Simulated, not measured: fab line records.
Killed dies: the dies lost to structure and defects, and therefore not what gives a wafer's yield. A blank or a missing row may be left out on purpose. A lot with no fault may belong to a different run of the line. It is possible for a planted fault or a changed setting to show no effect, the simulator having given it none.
Which of the tools did it?    flow nand harc    72 wafers from 24 lots sampled at 6 of the route's 1302 steps

## WHAT THE GAUGES READ, wafer by wafer
NHARC_P_ZERO_WELL_CD_MEAS_11: target cd 500 nm.
lot   measured      on         cd nm (nm)
L074  day 1 21:07   cd sem-02  502.3 502.2 501.8
L075  day 2 07:08   cd sem-02  501.0 500.8 500.7
L076  day 2 17:14   cd sem-03  496.9 496.8 501.0
L077  day 3 03:16   cd sem-02  499.4 501.5 500.1
L078  day 3 13:19   cd sem-01  497.5 501.8 497.1
L079  day 3 23:19   cd sem-01  498.6 498.0 496.9
L080  day 4 09:15   cd sem-03  500.0 497.6 502.1
L081  day 4 19:14   cd sem-01  505.1 500.4 498.3
L082  day 5 05:07   cd sem-03  499.3 498.0 502.0
L083  day 5 15:15   cd sem-02  504.6 498.8 501.9
L084  day 6 01:14   cd sem-02  501.3 500.4 503.3
L085  day 6 11:19   cd sem-02  501.1 496.6 501.9
L086  day 6 21:07   cd sem-01  502.1 497.8 499.7
L087  day 7 07:20   cd sem-02  502.1 500.5 502.3
L088  day 7 17:07   cd sem-02  503.3 500.6 503.1
L089  day 8 03:15   cd sem-02  501.7 501.4 499.3
L090  day 8 13:15   cd sem-01  502.0 503.3 499.1
L091  day 8 23:14   cd sem-01  500.1 497.4 499.3
L092  day 9 09:07   cd sem-02  503.3 499.2 498.9
L093  day 9 19:07   cd sem-03  500.9 504.6 498.5
L094  day 10 05:14  cd sem-03  497.8 500.9 500.7
L095  day 10 15:08  cd sem-03  501.5 500.1 501.3
L096  day 11 01:33  cd sem-01  500.9 502.7 498.4
L097  day 11 11:14  cd sem-01  496.4 499.0 499.2

NHARC_P_M0_CD_MEAS_09: target cd 90 nm.
lot   measured      on         cd nm (nm)
L074  day 6 07:38   cd sem-01  89.5 90.3 91.3
L075  day 6 15:20   cd sem-03  88.9 90.7 90.5
L076  day 6 20:50   cd sem-02  91.9 91.6 92.4
L077  day 7 15:01   cd sem-02  89.9 91.1 90.7
L078  day 7 17:09   cd sem-03  89.6 89.9 90.7
L079  day 8 05:58   cd sem-02  91.3 90.6 91.2
L080  day 8 23:21   cd sem-03  91.0 91.4 90.8
L081  day 8 21:58   cd sem-02  92.4 91.0 91.1
L082  day 9 10:53   cd sem-02  90.1 90.2 91.6
L083  day 10 03:12  cd sem-02  90.6 90.5 91.2
L084  day 10 11:35  cd sem-02  89.8 91.5 90.7
L085  day 10 20:19  cd sem-01  90.1 90.2 89.7
L086  day 11 09:10  cd sem-03  91.0 90.7 90.9
L087  day 11 08:53  cd sem-02  90.6 89.8 90.4
L088  day 12 03:44  cd sem-03  90.1 90.7 90.1
L089  day 12 04:25  cd sem-02  88.9 90.4 89.9
L090  day 12 19:11  cd sem-02  89.3 89.8 90.5
L091  day 13 05:23  cd sem-02  89.8 90.9 91.2
L092  day 13 10:42  cd sem-02  90.0 90.1 90.0
L093  day 13 22:10  cd sem-02  89.3 90.3 89.7
L094  day 14 06:01  cd sem-01  91.2 89.8 89.7
L095  day 14 21:28  cd sem-01  89.9 91.0 89.8
L096  day 15 05:55  cd sem-02  89.4 89.3 89.9
L097  day 15 12:08  cd sem-01  91.0 91.4 90.8

## EACH LOT AND THE TOOL THAT RAN IT (in order: tool; ch and the chambers of the sampled wafers; start)
lot   NHARC_P_GATE_HM_OPEN_105                       NHARC_P_GATE_STRIP_112                NHARC_P_GATE_STRIP_113                NHARC_P_CONTACT_ALD_22
L074  rie diel-12 ch 0,2,3, day 5 21:34 or earlier   plasma asher-02 ch 0,1, day 5 21:34   plasma asher-01 ch 0,1, day 5 23:15   ald metal-03 ch 0,1, day 6 05:31
L075  rie diel-12 ch 0,2,3, day 6 05:20 or earlier   plasma asher-02 ch 0,1, day 6 05:20   plasma asher-01 ch 0,1, day 6 06:59   ald metal-01 ch 1,2, day 6 13:11
L076  rie diel-08 ch 0,1, day 6 11:01 or earlier     plasma asher-01 ch 0,1, day 6 11:01   plasma asher-02 ch 0,1, day 6 12:46   ald metal-04 ch 0,2,3, day 6 18:42
L077  rie diel-08 ch 0,1,2, day 7 05:05 or earlier   plasma asher-02 ch 0,1, day 7 05:05   plasma asher-02 ch 0,1, day 7 06:56   ald metal-04 ch 0,1, day 7 12:52
L078  rie diel-02 ch 0,2, day 7 07:05 or earlier     plasma asher-01 ch 0,1, day 7 07:05   plasma asher-02 ch 0,1, day 7 08:49   ald metal-03 ch 1,3, day 7 15:07
L079  rie diel-12 ch 0,3, day 7 20:00 or earlier     plasma asher-02 ch 0,1, day 7 20:00   plasma asher-02 ch 0,1, day 7 21:51   ald metal-04 ch 0,2,3, day 8 03:51
L080  rie diel-02 ch 0,1,2, day 8 13:30 or earlier   plasma asher-02 ch 0,1, day 8 13:30   plasma asher-02 ch 0,1, day 8 15:22   ald metal-01 ch 0,1,2, day 8 21:14
L081  rie diel-12 ch 0,1, day 8 12:03 or earlier     plasma asher-02 ch 0,1, day 8 12:03   plasma asher-01 ch 0,1, day 8 13:44   ald metal-03 ch 1,2, day 8 19:48
L082  rie diel-02 ch 0,2,3, day 9 00:46 or earlier   plasma asher-01 ch 0,1, day 9 00:46   plasma asher-01 ch 0,1, day 9 02:41   ald metal-04 ch 0,1,3, day 9 08:44
L083  rie diel-12 ch 0,1,3, day 9 17:02 or earlier   plasma asher-02 ch 0,1, day 9 17:02   plasma asher-01 ch 0,1, day 9 18:37   ald metal-04 ch 1,2, day 10 00:52
L084  rie diel-02 ch 2,3, day 10 01:19 or earlier    plasma asher-02 ch 0,1, day 10 01:19  plasma asher-02 ch 0,1, day 10 03:04  ald metal-04 ch 1,2, day 10 09:34
L085  rie diel-12 ch 0,3, day 10 10:04 or earlier    plasma asher-02 ch 0,1, day 10 10:04  plasma asher-01 ch 0,1, day 10 11:56  ald metal-04 ch 0,2,3, day 10 18:19
L086  rie diel-08 ch 1,2, day 10 21:26 or earlier    plasma asher-01 ch 0,1, day 10 21:26  plasma asher-01 ch 0,1, day 10 23:13  ald metal-03 ch 1,2, day 11 06:56
L087  rie diel-08 ch 2,3, day 10 21:01 or earlier    plasma asher-02 ch 0,1, day 10 21:01  plasma asher-02 ch 0,1, day 10 22:50  ald metal-04 ch 0,1,3, day 11 06:46
L088  rie diel-12 ch 0,2,3, day 11 17:35 or earlier  plasma asher-01 ch 0, day 11 17:35    plasma asher-02 ch 0,1, day 11 19:26  ald metal-03 ch 1,2,3, day 12 01:34
L089  rie diel-12 ch 0,1, day 11 18:22 or earlier    plasma asher-02 ch 0,1, day 11 18:22  plasma asher-02 ch 0,1, day 11 20:13  ald metal-01 ch 1,2, day 12 02:16
L090  rie diel-08 ch 0,2,3, day 12 09:17 or earlier  plasma asher-01 ch 0,1, day 12 09:17  plasma asher-02 ch 0,1, day 12 10:58  ald metal-03 ch 0,1,3, day 12 17:03
L091  rie diel-08 ch 0,1,2, day 12 19:17 or earlier  plasma asher-01 ch 0,1, day 12 19:17  plasma asher-01 ch 0,1, day 12 20:59  ald metal-01 ch 0,1, day 13 03:08
L092  rie diel-02 ch 0,2, day 13 00:50 or earlier    plasma asher-02 ch 0,1, day 13 00:50  plasma asher-01 ch 0,1, day 13 02:26  ald metal-01 ch 0,1,3, day 13 08:35
L093  rie diel-12 ch 0,1,2, day 13 12:11 or earlier  plasma asher-02 ch 0,1, day 13 12:11  plasma asher-01 ch 0,1, day 13 14:01  ald metal-03 ch 0,1,2, day 13 20:09
L094  rie diel-12 ch 1,3, day 13 19:17 or earlier    plasma asher-01 ch 0,1, day 13 19:17  plasma asher-02 ch 0,1, day 13 21:08  ald metal-04 ch 0,1, day 14 03:52
L095  rie diel-12 ch 2,3, day 14 11:40 or earlier    plasma asher-01 ch 0,1, day 14 11:40  plasma asher-01 ch 0,1, day 14 13:22  ald metal-04 ch 0,3, day 14 19:17
L096  rie diel-08 ch 0,1,3, day 14 19:40 or earlier  plasma asher-01 ch 0,1, day 14 19:40  plasma asher-02 ch 0,1, day 14 21:44  ald metal-03 ch 2,3, day 15 03:47
L097  rie diel-02 ch 0,3, day 15 02:07 or earlier    plasma asher-02 ch 0,1, day 15 02:07  plasma asher-01 ch 0,1, day 15 03:58  ald metal-04 ch 1,3, day 15 10:04
- NHARC_P_GATE_HM_OPEN_105: chemistry O2/COS, target depth 360 nm.
- NHARC_P_GATE_STRIP_112: strips in N2/H2, time 200 s.
- NHARC_P_GATE_STRIP_113: strips in N2/H2, time 740 s.
- NHARC_P_CONTACT_ALD_22: deposits TiN, target thk 3 nm, pulse time 1 s, ald cycles 150.

## AS READ BY THE TOOLS THEMSELVES (means over the sampled wafers that have a number; for cases with no such wafer, the mark the record gives instead)
NHARC_P_GATE_HM_OPEN_105.
lot   tool         drypump motor current A (A)  oes product au (a.u.)  rf vpp V (V)  showerhead plenum p Torr (Torr)  throttle valve pct (%)
L074  rie diel-12  5.7                          1.009                  467.1         3.13                             28.333
L075  rie diel-12  5.6                          1.016                  467.6         3.13                             28.330
L076  rie diel-08  5.6                          0.997                  463.9         2.98                             28.335
L077  rie diel-08  5.4                          0.986                  463.8         2.96                             28.325
L078  rie diel-02  5.0                          0.992                  470.8         3.25                             28.319
L079  rie diel-12  5.8                          1.000                  466.1         3.09                             28.334
L080  rie diel-02  5.3                          0.993                  469.2         3.23                             28.326
L081  rie diel-12  5.5                          0.984                  465.0         3.02                             28.323
L082  rie diel-02  5.2                          0.996                  469.9         3.25                             28.332
L083  rie diel-12  5.7                          0.991                  466.4         3.08                             28.338
L084  rie diel-02  5.0                          1.000                  469.1         3.25                             28.340
L085  rie diel-12  5.8                          1.000                  466.4         3.09                             28.329
L086  rie diel-08  5.2                          1.012                  463.4         2.94                             28.338
L087  rie diel-08  5.9                          0.991                  466.6         3.09                             28.330
L088  rie diel-12  5.7                          1.009                  467.2         3.13                             28.322
L089  rie diel-12  5.4                          0.997                  465.6         3.00                             28.313
L090  rie diel-08  5.8                          0.997                  464.4         3.02                             28.322
L091  rie diel-08  5.4                          0.995                  464.1         2.96                             28.328
L092  rie diel-02  5.0                          1.002                  469.9         3.25                             28.328
L093  rie diel-12  5.4                          0.998                  466.1         3.05                             28.325
L094  rie diel-12  5.5                          1.000                  465.5         3.06                             28.327
L095  rie diel-12  5.5                          1.002                  468.2         3.16                             28.335
L096  rie diel-08  5.6                          1.001                  465.3         3.04                             28.331
L097  rie diel-02  5.3                          1.000                  469.1         3.25                             28.333

NHARC_P_GATE_STRIP_112.
lot   tool             drypump motor current A (A)  heater power w (W)
L074  plasma asher-02  5.36                         97
L075  plasma asher-02  5.33                         97
L076  plasma asher-01  5.68                         83
L077  plasma asher-02  5.31                         100
L078  plasma asher-01  5.71                         83
L079  plasma asher-02  5.39                         97
L080  plasma asher-02  5.36                         97
L081  plasma asher-02  5.31                         100
L082  plasma asher-01  5.69                         82
L083  plasma asher-02  5.32                         101
L084  plasma asher-02  5.31                         100
L085  plasma asher-02  5.32                         99
L086  plasma asher-01  5.72                         85
L087  plasma asher-02  5.37                         97
L088  plasma asher-01  5.66                         87
L089  plasma asher-02  5.38                         101
L090  plasma asher-01  5.73                         79
L091  plasma asher-01  5.70                         83
L092  plasma asher-02  5.37                         101
L093  plasma asher-02  5.38                         102
L094  plasma asher-01  5.74                         78
L095  plasma asher-01  5.73                         78
L096  plasma asher-01  5.74                         79
L097  plasma asher-02  5.33                         103

NHARC_P_GATE_STRIP_113.
lot   tool             drypump motor current A (A)  heater power w (W)
L074  plasma asher-01  5.75                         80
L075  plasma asher-01  5.71                         82
L076  plasma asher-02  5.34                         98
L077  plasma asher-02  5.38                         96
L078  plasma asher-02  5.32                         100
L079  plasma asher-02  5.36                         98
L080  plasma asher-02  5.36                         97
L081  plasma asher-01  5.70                         84
L082  plasma asher-01  5.71                         83
L083  plasma asher-01  5.74                         78
L084  plasma asher-02  5.34                         99
L085  plasma asher-01  5.70                         84
L086  plasma asher-01  5.72                         83
L087  plasma asher-02  5.32                         101
L088  plasma asher-02  5.33                         103
L089  plasma asher-02  5.36                         100
L090  plasma asher-02  5.34                         102
L091  plasma asher-01  5.72                         84
L092  plasma asher-01  5.72                         79
L093  plasma asher-01  5.76                         78
L094  plasma asher-02  5.36                         99
L095  plasma asher-01  5.71                         83
L096  plasma asher-02  5.34                         104
L097  plasma asher-01  5.69                         84

NHARC_P_CONTACT_ALD_22.
lot   tool          heater power w (W)  precursor pulse height rel  susceptor temp C (C)
L074  ald metal-03  1133                0.998                       449.75
L075  ald metal-01  1128                1.019                       450.07
L076  ald metal-04  1111                1.018                       449.78
L077  ald metal-04  1089                0.983                       449.93
L078  ald metal-03  1076                0.991                       450.17
L079  ald metal-04  1100                1.007                       449.98
L080  ald metal-01  1172                0.990                       449.92
L081  ald metal-03  1010                1.007                       449.95
L082  ald metal-04  1122                1.004                       450.06
L083  ald metal-04  972                 0.978                       450.36
L084  ald metal-04  982                 0.987                       450.14
L085  ald metal-04  1092                1.014                       449.68
L086  ald metal-03  1020                1.005                       449.91
L087  ald metal-04  1112                0.993                       450.09
L088  ald metal-03  1041                0.999                       449.91
L089  ald metal-01  1198                1.002                       449.93
L090  ald metal-03  1137                1.003                       450.15
L091  ald metal-01  1267                0.994                       450.15
L092  ald metal-01  1176                1.002                       449.85
L093  ald metal-03  1117                0.976                       449.95
L094  ald metal-04  1221                1.001                       449.99
L095  ald metal-04  1128                1.017                       449.97
L096  ald metal-03  1036                1.004                       450.12
L097  ald metal-04  994                 1.003                       450.12

## THE ANSWER, worked out from the rows above alone
Rule: usual is defined by the lots themselves. The widest of any qualifying gaps counts: lots, ordered by their means at a reading, are off when they make up no more than a third of the lots, leave a main group of 4 or more, and stand apart from it by 3 or more times the standard deviation of that group's means. If all means in a main group match to the digits the tables above print for the reading, that group is not used. Also off: a lot with no number at a reading for which 4 or more lots have one. Where the step has rows for the other lots, those lots are counted as sound. First the gauges in route order, then the tools' own readings, where a lot's mean is used as printed above. The first step at which some lot is off is used, and at that step the reading that is off furthest; a lot without a number counts as furthest.
No lot is off on any of the readings shown, so nothing can be concluded from this.

## WHAT THE SIMULATOR HAD INSERTED
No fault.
